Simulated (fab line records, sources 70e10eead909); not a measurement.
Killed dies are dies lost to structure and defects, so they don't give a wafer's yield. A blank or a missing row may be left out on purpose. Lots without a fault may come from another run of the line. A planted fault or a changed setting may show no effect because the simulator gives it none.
A struck lot beside a sound one | flow nand_harc | 15 steps out of a route of 1302
Sound: wafers L281.1, L281.2, L281.6. Struck: wafers L287.2, L287.3, L287.6. The cause comes at the end.
At each step with rows: each side's tool, then ch and its chambers, then its first start. Under that, the readings that differ: sound wafers | struck wafers | difference of the means | sigmas: that difference in standard deviations of wafers without a fault.
alike: readings whose means differ by less than 2 such deviations, and words and numbers that are the same on both sides. not compared: withheld readings, readings that some wafer has no value for, bounds like >300 that may hide the same value, and numbers for which the record gives no deviation and whose values overlap.
The two part at a step that has a row with sigmas, a row that says differs or no value, or rows on one side only. Numbers that don't overlap but have no deviation are shown without sigmas and don't part them. A reading that every wafer of one side lacks parts them only if that side has two wafers or more.

first, 1 step without rows for these wafers: NHARC_A_ONON_D1_DEP_12 (target thk 1000 nm).
NHARC_A_ONON_D1_THK_MEAS_14: measures by ellipsometry.
  sound on film_metro-01, day 11 19:05; struck on film_metro-01, day 14 17:16
  alike: thk_nm
then, 2 steps without rows for these wafers: NHARC_A_ONON_D1_ANNEAL_15 (time 3600 s); NHARC_A_ONON_D1_DEP_16 (target thk 1000 nm).
NHARC_A_ONON_D1_THK_MEAS_18: measures by ellipsometry.
  sound on film_metro-01, day 12 03:56; struck on film_metro-02, day 15 00:50
  alike: thk_nm
then, 1 step without rows for these wafers: NHARC_A_ONON_D1_DEP_19 (target thk 1000 nm).
NHARC_A_ONON_D1_THK_MEAS_21: measures by ellipsometry.
  sound on film_metro-02, day 12 04:29; struck on film_metro-02, day 15 01:24
  alike: thk_nm
then, 1 step without rows for these wafers: NHARC_A_ONON_D1_DEP_22 (target thk 1000 nm).
NHARC_A_ONON_D1_THK_MEAS_24: measures by ellipsometry.
  sound on film_metro-02, day 12 05:04; struck on film_metro-02, day 15 01:58
  alike: thk_nm
then, 1 step without rows for these wafers: NHARC_A_ONON_D1_DEP_25 (target thk 1000 nm).
NHARC_A_ONON_D1_THK_MEAS_27: measures by ellipsometry.
  sound on film_metro-02, day 12 05:41; struck on film_metro-01, day 15 02:32
  alike: thk_nm
NHARC_A_ONON_D1_DEP_28: target thk 1000 nm.
  sound on pecvd_onon-02 ch 0, day 12 05:44; struck on pecvd_onon-02 ch 0, day 15 02:39
NHARC_A_ONON_D1_THK_MEAS_30: measures by ellipsometry.
  sound on film_metro-01, day 12 06:15; struck on film_metro-01, day 15 03:06
  reading     | sound       | struck      | difference | sigmas
  thk_nm (nm) | 993 995 993 | 853 853 854 | -140       | -16
NHARC_A_ONON_D1_DEP_33: deposits SiO2, target thk 200 nm.
  sound on pecvd-02 ch 0,1, day 12 06:18; struck on pecvd-02 ch 0,1,2, day 15 03:10
  alike: heater_power_outer_w, heater_power_w, rf_fwd_power_W, throttle_valve_pct
  not compared: since_wet_clean_h
-- the record jumps here: 16 days lie between the struck wafers' starts before and after (it left off in module A_ONON_D1 and takes up again in module END, whose first step shown is number 1302 of the route) --
NHARC_END_SORT_01:
  the record has rows for the struck wafers here (prober-02 ch 0, day 31 07:12) and none for the sound ones

WHERE THEY PART
First at NHARC_A_ONON_D1_THK_MEAS_30; last, within this record, at NHARC_END_SORT_01.

WHY: what the simulator had put in
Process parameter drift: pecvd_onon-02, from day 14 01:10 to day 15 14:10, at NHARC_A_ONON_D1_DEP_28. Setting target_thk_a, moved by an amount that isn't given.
